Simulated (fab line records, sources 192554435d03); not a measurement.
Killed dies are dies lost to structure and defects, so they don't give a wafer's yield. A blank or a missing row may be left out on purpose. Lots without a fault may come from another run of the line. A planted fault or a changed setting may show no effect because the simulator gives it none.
Chamber matching | flow n5_finfet | N5_BEOL_M1_STRIP_36 on rie_diel-03: 4 sister chambers
The step strips in N2/H2. 18 wafers are shown with their chamber, then 9 later ones without.

WAFERS WITH THEIR CHAMBER
wafer  | chamber | drypump_motor_current_A (A) | throttle_valve_pct (%) | showerhead_plenum_p_Torr (Torr)
L075.1 | 3       | 6.6                         | 23.6                   | 2.57
L075.5 | 1       | 4.8                         | 23.3                   | 2.61
L075.6 | 2       | 5.8                         | 23.5                   | 2.61
L076.3 | 3       | 6.6                         | 23.6                   | 2.57
L076.4 | 2       | 5.7                         | 23.5                   | 2.61
L076.6 | 1       | 4.8                         | 23.3                   | 2.61
L078.1 | 3       | 6.6                         | 23.6                   | 2.57
L078.5 | 3       | 6.6                         | 23.6                   | 2.57
L078.6 | 2       | 5.7                         | 23.5                   | 2.60
L081.1 | 3       | 6.6                         | 23.6                   | 2.57
L081.2 | 1       | 4.8                         | 23.3                   | 2.61
L081.5 | 0       | 5.3                         | 23.8                   | 2.47
L086.2 | 1       | 4.8                         | 23.3                   | 2.60
L086.5 | 0       | 5.3                         | 23.8                   | 2.47
L086.6 | 3       | 6.6                         | 23.6                   | 2.56
L089.2 | 2       | 5.7                         | 23.5                   | 2.60
L089.4 | 1       | 4.8                         | 23.4                   | 2.60
L089.6 | 2       | 5.7                         | 23.5                   | 2.60

SIGNATURES (means of the wafers above)
reading                  | chamber 0 | chamber 1 | chamber 2 | chamber 3 | scatter within a chamber
drypump_motor_current_A  | 5.300     | 4.800     | 5.720     | 6.600     | 0.0239
throttle_valve_pct       | 23.800    | 23.320    | 23.500    | 23.600    | 0.0239
showerhead_plenum_p_Torr | 2.4700    | 2.6060    | 2.6040    | 2.5683    | 0.00481
Rule: a wafer's distance from a chamber is the root of the sum, over the readings, of the square of ((its reading less the chamber's mean) divided by the reading's scatter). The wafer belongs to the nearest chamber; if the next one is less than 2 further off, it can't be placed. The scatter: the root of (the sum of the squares of (reading less its chamber's mean) over the shown wafers, divided by (wafers less chambers)).

WAFERS WITHOUT THEIR CHAMBER
wafer  | drypump_motor_current_A (A) | throttle_valve_pct (%) | showerhead_plenum_p_Torr (Torr)
L091.1 | 6.6                         | 23.6                   | 2.56
L091.2 | 5.3                         | 23.8                   | 2.46
L091.6 | 4.8                         | 23.4                   | 2.60
L095.1 | 6.7                         | 23.6                   | 2.56
L095.4 | 4.8                         | 23.4                   | 2.60
L095.5 | 5.7                         | 23.5                   | 2.59
L097.1 | 4.8                         | 23.4                   | 2.59
L097.2 | 5.3                         | 23.8                   | 2.46
L097.6 | 6.6                         | 23.6                   | 2.55

WHICH CHAMBER EACH WENT THROUGH
wafer  | from the rows above | in truth
L091.1 | 3                   | 3
L091.2 | 0                   | 0
L091.6 | 1                   | 1
L095.1 | 3                   | 3
L095.4 | 1                   | 1
L095.5 | 2                   | 2
L097.1 | 1                   | 1
L097.2 | 0                   | 0
L097.6 | 3                   | 3
Placed correctly: 9 of 9. Can't be placed from these rows: 0. Placed wrongly: 0.
